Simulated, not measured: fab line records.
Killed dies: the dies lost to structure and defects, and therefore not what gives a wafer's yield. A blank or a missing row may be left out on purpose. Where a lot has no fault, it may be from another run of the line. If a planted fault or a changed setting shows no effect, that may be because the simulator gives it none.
Chamber matching / flow nandHarc / rieDiel-09 running NHARC_A_STAIRCASE_TRIM_196: 4 sister chambers
The step chemistry O2, time 211.2 s. 14 wafers are shown with their chamber, then 7 later ones without.

## EACH WAFER AND ITS CHAMBER
wafer=L074.1; chamber=2; drypumpMotorCurrentA (A)=5.4; oesProductAu (a.u.)=1.008; throttleValvePct (%)=17.034
wafer=L074.4; chamber=3; drypumpMotorCurrentA (A)=5.3; oesProductAu (a.u.)=0.993; throttleValvePct (%)=17.038
wafer=L074.5; chamber=0; drypumpMotorCurrentA (A)=5.8; oesProductAu (a.u.)=0.989; throttleValvePct (%)=17.024
wafer=L078.1; chamber=2; drypumpMotorCurrentA (A)=5.4; oesProductAu (a.u.)=1.011; throttleValvePct (%)=17.022
wafer=L078.2; chamber=0; drypumpMotorCurrentA (A)=5.8; oesProductAu (a.u.)=0.972; throttleValvePct (%)=17.037
wafer=L078.6; chamber=0; drypumpMotorCurrentA (A)=5.8; oesProductAu (a.u.)=0.983; throttleValvePct (%)=17.032
wafer=L081.2; chamber=0; drypumpMotorCurrentA (A)=5.8; oesProductAu (a.u.)=0.990; throttleValvePct (%)=17.036
wafer=L081.3; chamber=3; drypumpMotorCurrentA (A)=5.3; oesProductAu (a.u.)=0.997; throttleValvePct (%)=17.037
wafer=L081.5; chamber=2; drypumpMotorCurrentA (A)=5.3; oesProductAu (a.u.)=1.008; throttleValvePct (%)=17.030
wafer=L082.1; chamber=1; drypumpMotorCurrentA (A)=6.8; oesProductAu (a.u.)=0.972; throttleValvePct (%)=17.043
wafer=L082.3; chamber=0; drypumpMotorCurrentA (A)=5.8; oesProductAu (a.u.)=0.983; throttleValvePct (%)=17.027
wafer=L082.6; chamber=0; drypumpMotorCurrentA (A)=5.8; oesProductAu (a.u.)=0.971; throttleValvePct (%)=17.036
wafer=L079.2; chamber=0; drypumpMotorCurrentA (A)=5.8; oesProductAu (a.u.)=0.983; throttleValvePct (%)=17.038
wafer=L079.4; chamber=0; drypumpMotorCurrentA (A)=5.8; oesProductAu (a.u.)=0.981; throttleValvePct (%)=17.042

SIGNATURES (averages over the wafers above)
reading=drypumpMotorCurrentA; chamber 0=5.800; chamber 1=6.800; chamber 2=5.367; chamber 3=5.300; scatter within a chamber=0.0258
reading=oesProductAu; chamber 0=0.98150; chamber 1=0.97200; chamber 2=1.00900; chamber 3=0.99500; scatter within a chamber=0.00592
reading=throttleValvePct; chamber 0=17.03400; chamber 1=17.04300; chamber 2=17.02867; chamber 3=17.03750; scatter within a chamber=0.0057
Rule: a wafer lies at a distance from a chamber equal to the root of the sum of squares, over the readings, of (its reading less the chamber's mean, divided by the reading's scatter). If the next closest chamber is less than 2 further off than the closest, the wafer can't be placed; otherwise it belongs to the closest. The scatter: take each reading less its chamber's mean, square it, sum over the shown wafers, divide by the number of wafers less the number of chambers, and take the root.

## WAFERS WHOSE CHAMBER IS MISSING
wafer=L079.6; drypumpMotorCurrentA (A)=5.4; oesProductAu (a.u.)=1.001; throttleValvePct (%)=17.026
wafer=L087.4; drypumpMotorCurrentA (A)=5.8; oesProductAu (a.u.)=0.978; throttleValvePct (%)=17.022
wafer=L087.5; drypumpMotorCurrentA (A)=5.8; oesProductAu (a.u.)=0.975; throttleValvePct (%)=17.036
wafer=L087.6; drypumpMotorCurrentA (A)=5.3; oesProductAu (a.u.)=0.997; throttleValvePct (%)=17.032
wafer=L091.3; drypumpMotorCurrentA (A)=5.8; oesProductAu (a.u.)=0.996; throttleValvePct (%)=17.043
wafer=L091.5; drypumpMotorCurrentA (A)=6.8; oesProductAu (a.u.)=0.988; throttleValvePct (%)=17.039
wafer=L091.6; drypumpMotorCurrentA (A)=5.4; oesProductAu (a.u.)=1.004; throttleValvePct (%)=17.042

## WHICH CHAMBER EACH ONE RAN IN
wafer=L079.6; from the rows above=2; in truth=2
wafer=L087.4; from the rows above=0; in truth=0
wafer=L087.5; from the rows above=0; in truth=0
wafer=L087.6; from the rows above=3; in truth=3
wafer=L091.3; from the rows above=0; in truth=0
wafer=L091.5; from the rows above=1; in truth=1
wafer=L091.6; from the rows above=can't be placed: 2 or 3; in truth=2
Correct placement for 6 of the 7. From these rows, 1 cannot be placed; in 1 the true chamber is one of the candidates. Number placed wrongly: 0.
